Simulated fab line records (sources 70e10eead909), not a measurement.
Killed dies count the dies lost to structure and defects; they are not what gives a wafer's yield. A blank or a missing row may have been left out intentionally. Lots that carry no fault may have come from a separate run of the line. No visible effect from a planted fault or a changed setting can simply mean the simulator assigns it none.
Struck lot and sound lot, side by side -- flow nandHarc -- 15 out of 1302 route steps
Sound: these wafers, L136.3, L136.4, L136.6. Struck: wafer L144.6 (left out: L144.5, a lot-mate that was not struck); the cause follows at the end.
Per side, at each step with rows, come the tool, then ch with its chambers, and then its first start. Under that, the readings that differ: sound wafers -- struck wafers -- difference of the means -- sigmas: that difference in standard deviations of wafers without a fault.
alike: words and numbers the same on both sides, and readings whose means are apart by under 2 such deviations; not compared: readings that were withheld, readings missing a value for some wafer, numbers with overlapping values and no deviation given by the record, and bounds like >300 which may hide the same value.
The two part at a step that has a row with sigmas, a row that says differs or no value, or rows on one side only. Numbers that don't overlap but have no deviation are shown without sigmas and don't part them. Lack of a reading on every wafer of one side parts them only where that side has two or more wafers.

first, 5 steps without rows for these wafers: NHARC_A_CHANNEL_HOLE_D1_ETCH_19 (etches the open film in C4F8/O2/Ar, time 34.5 s); NHARC_A_CHANNEL_HOLE_D1_ETCH_20 (etches the open film in C4F8/O2/Ar, time 361.9 s, target depth 1600 nm); NHARC_A_CHANNEL_HOLE_D1_ETCH_21 (etches the open film in C4F8/O2/Ar, time 514.3 s, target depth 1600 nm); NHARC_A_CHANNEL_HOLE_D1_ETCH_22 (etches the open film in C4F8/O2/Ar, time 666.7 s, target depth 1600 nm); NHARC_A_CHANNEL_HOLE_D1_ETCH_23 (etches the open film in C4F8/O2/Ar, time 819 s, target depth 1600 nm).
NHARC_A_CHANNEL_HOLE_D1_ETCH_24: etches the open film in C4F8/O2/Ar, time 906.2 s, target depth 1500 nm.
  sound on harEtch-02 ch 0,1, day 13 04:08; struck on harEtch-01 ch 0, day 16 05:35
reading,sound,struck,difference,sigmas
throttleValvePct (%),32.225 32.225 32.224,32.247,+0.022,+3
  alike: chamberPressureMTorr, drypumpMotorCurrentA, heBacksideLeakSccm, showerheadPlenumPTorr
  not compared: rfHoursCounterH
NHARC_A_CHANNEL_HOLE_D1_ETCH_25: etches the open film in C4F8/O2/Ar, time 1040.2 s, target depth 1500 nm.
  sound on harEtch-02 ch 0,1, day 13 04:56; struck on harEtch-01 ch 0, day 16 06:26
  alike: chamberPressureMTorr, drypumpMotorCurrentA, heBacksideLeakSccm, showerheadPlenumPTorr, throttleValvePct
  not compared: rfHoursCounterH
NHARC_A_CHANNEL_HOLE_D1_ETCH_26: etches the open film in C4F8/O2/Ar, time 224.1 s, target depth 300 nm.
  sound on harEtch-02 ch 0,1, day 13 05:35; struck on harEtch-01 ch 0, day 16 06:53
  alike: chamberPressureMTorr, drypumpMotorCurrentA, heBacksideLeakSccm, showerheadPlenumPTorr, throttleValvePct
  not compared: rfHoursCounterH
NHARC_A_CHANNEL_HOLE_D1_ETCH_33: etches the open film in C4F8/O2/Ar, time 90 s, target depth 400 nm.
  sound on harEtch-02 ch 0,1, day 13 05:47; struck on harEtch-01 ch 0, day 16 07:04
  alike: chamberPressureMTorr, drypumpMotorCurrentA, heBacksideLeakSccm, showerheadPlenumPTorr, throttleValvePct
  not compared: rfHoursCounterH
then, 3 steps without rows for these wafers: NHARC_A_CHANNEL_HOLE_D1_STRIP_41 (strips in N2/H2); NHARC_A_CHANNEL_HOLE_D1_STRIP_42 (strips in CF4/CHF3); NHARC_A_CHANNEL_HOLE_D1_STRIP_43 (strips in O2/COS).
NHARC_A_CHANNEL_HOLE_D1_ETCH_44: etches the open film in CF4/O2, target depth 140 nm, overetch 14 nm, time 77 s.
  sound on rieDiel-07 ch 1,2,3, day 13 06:29; struck on rieDiel-07 ch 3, day 16 07:43
reading,sound,struck,difference,sigmas
oesProductAu (a.u.),1.000 0.999 0.998,0.948,-0.051,-6
rfVppV (V),197.9 197.8 198.9,195.3,-2.9,-2
  alike: chamberPressureMTorr, drypumpMotorCurrentA, showerheadPlenumPTorr, throttleValvePct
  not compared: rfHoursCounterH
NHARC_A_CHANNEL_HOLE_D1_STRIP_27: strips in O2.
  sound on rieDiel-07 ch 1,2; struck on rieDiel-07 ch 3
reading,sound,struck,difference,sigmas
chamberPressureMTorr (mTorr),59.93 60.00 60.04,60.12,+0.13,+2
oesProductAu (a.u.),1.002 0.998 0.997,1.021,+0.022,+2
rfVppV (V),58.2 58.4 57.2,56.2,-1.7,-2
showerheadPlenumPTorr (Torr),3.72 3.54 3.72,3.40,-0.26,-2
  alike: drypumpMotorCurrentA, throttleValvePct
  not compared: rfHoursCounterH
-- jump in the record: it breaks off in module A_CHANNEL_HOLE_D1 and resumes in module END (first step shown: number 1302 of the route), and 17 days separate the struck wafers' starts before and after --
NHARC_END_SORT_01:
  only the struck wafers appear in the record here, on prober-02 ch 0 at day 33 04:40; the sound ones have no rows

## WHERE THEY PART
First at NHARC_A_CHANNEL_HOLE_D1_ETCH_24; last, within this record, at NHARC_END_SORT_01.

WHY: whatever the simulator had introduced
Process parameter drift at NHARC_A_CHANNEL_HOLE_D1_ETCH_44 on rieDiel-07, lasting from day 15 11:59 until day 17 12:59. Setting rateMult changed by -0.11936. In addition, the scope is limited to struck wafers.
